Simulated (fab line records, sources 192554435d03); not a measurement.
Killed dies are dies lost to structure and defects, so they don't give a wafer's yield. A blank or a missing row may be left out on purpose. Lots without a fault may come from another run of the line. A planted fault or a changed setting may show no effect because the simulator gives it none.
Chamber matching | flow n5_finfet | N5_GATE_CUT_ETCH_58 on rie_diel-02: 4 sister chambers
The step etches SiNx in CH3F/O2, target depth 17 nm, time 128.6 s. 8 wafers are shown with their chamber, then 8 later ones without.

WAFERS WITH THEIR CHAMBER
wafer  | chamber | showerhead_plenum_p_Torr (Torr) | throttle_valve_pct (%)
L078.3 | 1       | 1.99                            | 16.77
L078.4 | 3       | 2.09                            | 16.60
L082.1 | 1       | 1.99                            | 16.77
L082.3 | 2       | 1.94                            | 16.23
L084.2 | 2       | 1.94                            | 16.24
L084.3 | 0       | 1.86                            | 16.57
L084.6 | 3       | 2.08                            | 16.60
L091.2 | 0       | 1.85                            | 16.60

WAFERS WITHOUT THEIR CHAMBER
wafer  | showerhead_plenum_p_Torr (Torr) | throttle_valve_pct (%)
L091.5 | 1.94                            | 16.25
L091.6 | 1.98                            | 16.83
L093.2 | 1.94                            | 16.26
L093.3 | 1.98                            | 16.82
L093.4 | 2.08                            | 16.11
L094.3 | 1.85                            | 16.60
L094.4 | 1.94                            | 16.26
L094.6 | 1.98                            | 16.83

WHICH CHAMBER EACH WENT THROUGH
wafer  | from the rows above | in truth
L091.5 | 2                   | 2
L091.6 | 1                   | 1
L093.2 | 2                   | 2
L093.3 | 1                   | 1
L093.4 | 2                   | 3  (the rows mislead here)
L094.3 | 0                   | 0
L094.4 | 2                   | 2
L094.6 | 1                   | 1
Placed correctly: 7 of 8. Can't be placed from these rows: 0. Placed wrongly: 1.
How it was worked out, from the rows above alone: a wafer's distance from a chamber is the root of the sum, over the readings, of the square of ((its reading less the chamber's mean) divided by the reading's scatter). The wafer belongs to the nearest chamber; if the next one is less than 2 further off, it can't be placed. A chamber's mean is the mean of its shown wafers. The scatter: the root of (the sum of the squares of (reading less its chamber's mean) over the shown wafers, divided by (wafers less chambers)).
